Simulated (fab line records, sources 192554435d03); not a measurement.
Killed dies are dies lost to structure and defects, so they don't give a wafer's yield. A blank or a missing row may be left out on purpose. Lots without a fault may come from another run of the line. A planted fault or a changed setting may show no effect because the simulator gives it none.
Chamber matching | flow n5_finfet | N5_BEOL_M2_ALD_84 on ald_metal-03: 4 sister chambers
The step deposits TaN, pulse time 2 s, purge time 3 s, co reactant purge time 2 s. 4 wafers are shown with their chamber, then 7 later ones without.

WAFERS WITH THEIR CHAMBER
wafer  | chamber | heater_power_w (W)
L084.1 | 2       | 390
L084.2 | 3       | 499
L085.5 | 1       | 426
L087.4 | 0       | 401

WAFERS WITHOUT THEIR CHAMBER
wafer  | heater_power_w (W)
L087.6 | 497
L093.2 | 399
L093.3 | 509
L093.5 | 409
L094.1 | 388
L094.4 | 399
L094.5 | 389

WHICH CHAMBER EACH WENT THROUGH
wafer  | from the rows above     | in truth
L087.6 | 3                       | 3
L093.2 | can't be placed: 0 or 2 | 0
L093.3 | 3                       | 3
L093.5 | can't be placed: 0 or 1 | 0
L094.1 | 2                       | 2
L094.4 | can't be placed: 0 or 2 | 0
L094.5 | 2                       | 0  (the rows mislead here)
Placed correctly: 3 of 7. Can't be placed from these rows: 3 (the true chamber is among the candidates in 3). Placed wrongly: 1.
How it was worked out, from the rows above alone: a wafer's distance from a chamber is the root of the sum, over the readings, of the square of ((its reading less the chamber's mean) divided by the reading's scatter). The wafer belongs to the nearest chamber; if the next one is less than 2 further off, it can't be placed. A chamber's mean is the mean of its shown wafers. The scatter: with one shown wafer a chamber, the root of the mean of the squares of how far each hidden wafer lies from its nearest shown one.
